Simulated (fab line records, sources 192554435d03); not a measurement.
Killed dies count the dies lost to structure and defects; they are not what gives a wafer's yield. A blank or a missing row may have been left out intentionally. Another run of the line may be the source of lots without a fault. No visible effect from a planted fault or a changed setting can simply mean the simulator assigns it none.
Which of the tools did it? / flow n5_finfet / 23 lots, 69 wafers sampled, at 3 steps of a route of 1938

## WHAT EACH GAUGE READ, for each wafer
N5_ZERO_LAYER_INSPECT_20: inspects for defects (darkfield). Usual: raw_defect_count at 34, with a standard deviation of 15.
lot=L074; measured=day 1 13:16; on=defect_inspect-01; raw_defect_count=27 44 29; flag=
lot=L075; measured=day 1 19:23; on=defect_inspect-01; raw_defect_count=29 30 92; flag=
lot=L076; measured=day 2 01:24; on=defect_inspect-02; raw_defect_count=16 34 46; flag=
lot=L077; measured=day 2 07:23; on=defect_inspect-02; raw_defect_count=28 23 19; flag=
lot=L078; measured=day 2 13:23; on=defect_inspect-01; raw_defect_count=37 17 27; flag=
lot=L079; measured=day 2 19:23; on=defect_inspect-02; raw_defect_count=21 61 17; flag=
lot=L080; measured=day 3 01:17; on=defect_inspect-01; raw_defect_count=41 35 38; flag=
lot=L081; measured=day 3 07:20; on=defect_inspect-01; raw_defect_count=35 39 33; flag=
lot=L082; measured=day 3 13:17; on=defect_inspect-01; raw_defect_count=100 48 61; flag=
lot=L083; measured=day 3 19:25; on=defect_inspect-01; raw_defect_count=40 21 35; flag=
lot=L084; measured=day 4 01:16; on=defect_inspect-02; raw_defect_count=30 29 29; flag=
lot=L085; measured=day 4 07:15; on=defect_inspect-01; raw_defect_count=26 27 21; flag=
lot=L086; measured=day 4 13:35; on=defect_inspect-01; raw_defect_count=25 20 45; flag=
lot=L087; measured=day 4 19:16; on=defect_inspect-01; raw_defect_count=21 33 48; flag=
lot=L089; measured=day 5 07:23; on=defect_inspect-02; raw_defect_count=50 45 30; flag=
lot=L090; measured=day 5 13:18; on=defect_inspect-01; raw_defect_count=17 24 35; flag=
lot=L091; measured=day 5 19:25; on=defect_inspect-02; raw_defect_count=32 55 38; flag=
lot=L092; measured=day 6 01:28; on=defect_inspect-01; raw_defect_count=24 40 14; flag=
lot=L093; measured=day 6 07:41; on=defect_inspect-02; raw_defect_count=76 46 72; flag=
lot=L094; measured=day 6 13:23; on=defect_inspect-01; raw_defect_count=45 32 42; flag=
lot=L095; measured=day 6 19:27; on=defect_inspect-02; raw_defect_count=31 26 14; flag=
lot=L096; measured=day 7 01:23; on=defect_inspect-02; raw_defect_count=55 33 40; flag=
lot=L097; measured=day 7 07:31; on=defect_inspect-01; raw_defect_count=33 59 52; flag=

N5_WELL_APT_CD_MEAS_25 targets a cd of 200 nm. Usual: cd_nm at 200.1 nm, with a standard deviation of 1.6.
lot=L074; measured=day 1 14:43; on=cd_sem-01; cd_nm (nm)=201.1 200.7 196.8; flag=
lot=L075; measured=day 1 21:14; on=cd_sem-03; cd_nm (nm)=197.7 199.2 198.4; flag=
lot=L076; measured=day 2 02:50; on=cd_sem-03; cd_nm (nm)=201.3 201.9 200.6; flag=
lot=L077; measured=day 2 08:58; on=cd_sem-01; cd_nm (nm)=198.0 198.2 198.2; flag=
lot=L078; measured=day 2 15:14; on=cd_sem-01; cd_nm (nm)=201.4 199.8 200.3; flag=
lot=L079; measured=day 2 21:05; on=cd_sem-01; cd_nm (nm)=200.4 202.4 201.3; flag=
lot=L080; measured=day 3 02:58; on=cd_sem-02; cd_nm (nm)=199.8 201.9 201.5; flag=
lot=L081; measured=day 3 09:03; on=cd_sem-03; cd_nm (nm)=198.4 199.5 200.0; flag=
lot=L082; measured=day 3 14:52; on=cd_sem-01; cd_nm (nm)=199.7 199.5 200.5; flag=
lot=L083; measured=day 3 20:51; on=cd_sem-02; cd_nm (nm)=198.8 198.0 199.2; flag=
lot=L084; measured=day 4 03:02; on=cd_sem-02; cd_nm (nm)=202.1 202.5 203.7; flag=
lot=L085; measured=day 4 08:48; on=cd_sem-03; cd_nm (nm)=201.0 200.1 201.2; flag=
lot=L086; measured=day 4 15:11; on=cd_sem-01; cd_nm (nm)=196.3 194.6 196.8; flag=
lot=L087; measured=day 4 20:41; on=cd_sem-02; cd_nm (nm)=200.5 202.1 201.9; flag=
lot=L089; measured=day 5 09:03; on=cd_sem-02; cd_nm (nm)=201.6 200.6 201.8; flag=
lot=L090; measured=day 5 14:50; on=cd_sem-01; cd_nm (nm)=198.0 201.0 199.3; flag=
lot=L091; measured=day 5 20:58; on=cd_sem-02; cd_nm (nm)=199.7 200.4 201.2; flag=
lot=L092; measured=day 6 03:33; on=cd_sem-01; cd_nm (nm)=201.6 201.6 200.5; flag=
lot=L093; measured=day 6 09:15; on=cd_sem-01; cd_nm (nm)=198.8 201.0 201.0; flag=
lot=L094; measured=day 6 15:05; on=cd_sem-02; cd_nm (nm)=201.7 199.6 201.6; flag=
lot=L095; measured=day 6 20:53; on=cd_sem-02; cd_nm (nm)=201.3 200.9 200.3; flag=
lot=L096; measured=day 7 02:50; on=cd_sem-02; cd_nm (nm)=201.3 201.4 201.0; flag=
lot=L097; measured=day 7 09:11; on=cd_sem-01; cd_nm (nm)=200.0 201.1 200.4; flag=

N5_WELL_APT_OVL_MEAS_26. Usual: PWELL_OVL typically reads -1 nm, with standard deviation 5.2.
lot=L074; measured=day 1 14:45; on=overlay-01; PWELL_OVL (nm)=6 -2 -5; flag=
lot=L075; measured=day 1 21:16; on=overlay-01; PWELL_OVL (nm)=-2 -3 -4; flag=
lot=L076; measured=day 2 02:52; on=overlay-01; PWELL_OVL (nm)=-4 -4 -5; flag=
lot=L077; measured=day 2 09:00; on=overlay-02; PWELL_OVL (nm)=4 -1 1; flag=
lot=L078; measured=day 2 15:16; on=overlay-01; PWELL_OVL (nm)=4 1 -4; flag=
lot=L079; measured=day 2 21:07; on=overlay-02; PWELL_OVL (nm)=10 -7 7; flag=
lot=L080; measured=day 3 02:59; on=overlay-02; PWELL_OVL (nm)=8 1 6; flag=
lot=L081; measured=day 3 09:05; on=overlay-01; PWELL_OVL (nm)=-2 10 4; flag=
lot=L082; measured=day 3 14:53; on=overlay-02; PWELL_OVL (nm)=9 -5 6; flag=
lot=L083; measured=day 3 20:53; on=overlay-01; PWELL_OVL (nm)=3 -6 -3; flag=
lot=L084; measured=day 4 03:04; on=overlay-01; PWELL_OVL (nm)=4 3 -4; flag=
lot=L085; measured=day 4 08:50; on=overlay-01; PWELL_OVL (nm)=-7 0 3; flag=
lot=L086; measured=day 4 15:13; on=overlay-02; PWELL_OVL (nm)=-4 2 -4; flag=
lot=L087; measured=day 4 20:43; on=overlay-02; PWELL_OVL (nm)=5 4 4; flag=
lot=L089; measured=day 5 09:05; on=overlay-01; PWELL_OVL (nm)=6 7 7; flag=
lot=L090; measured=day 5 14:52; on=overlay-01; PWELL_OVL (nm)=2 3 7; flag=
lot=L091; measured=day 5 21:00; on=overlay-01; PWELL_OVL (nm)=1 -9 -4; flag=
lot=L092; measured=day 6 03:35; on=overlay-01; PWELL_OVL (nm)=-9 -6 -10; flag=
lot=L093; measured=day 6 09:17; on=overlay-02; PWELL_OVL (nm)=-3 0 -7; flag=
lot=L094; measured=day 6 15:07; on=overlay-01; PWELL_OVL (nm)=-4 5 0; flag=
lot=L095; measured=day 6 20:55; on=overlay-01; PWELL_OVL (nm)=-9 -4 -1; flag=
lot=L096; measured=day 7 02:52; on=overlay-02; PWELL_OVL (nm)=-1 0 0; flag=
lot=L097; measured=day 7 09:13; on=overlay-02; PWELL_OVL (nm)=-12 -7 -12; flag=

## TOOL THAT RAN EACH LOT (tool first, then ch and the chambers of the sampled wafers, then the start)
Record: no process step prior to these readings.

## AS READ BY THE TOOLS THEMSELVES (means over the sampled wafers that have a number; for cases with no such wafer, the mark the record gives instead)
The record holds no such reading with a usual standard deviation.

## THE ANSWER, worked out from the rows above alone
Rule: a lot counts as off when the mean over its wafers that have a number is more than 3 standard deviations away from the usual mean. A lot without any number at a reading at which 4 lots or more have one is off too. The other lots that the step has rows for count as sound. The gauges are gone through in route order, then the tools' own readings, and for those a lot's mean is taken as printed above. At the first step where some lot is off, the reading lying furthest off is the one used; lots without a number count as furthest.
Nothing can be told from this: no lot is off at any reading shown.

## WHAT HAD BEEN PUT IN BY THE SIMULATOR
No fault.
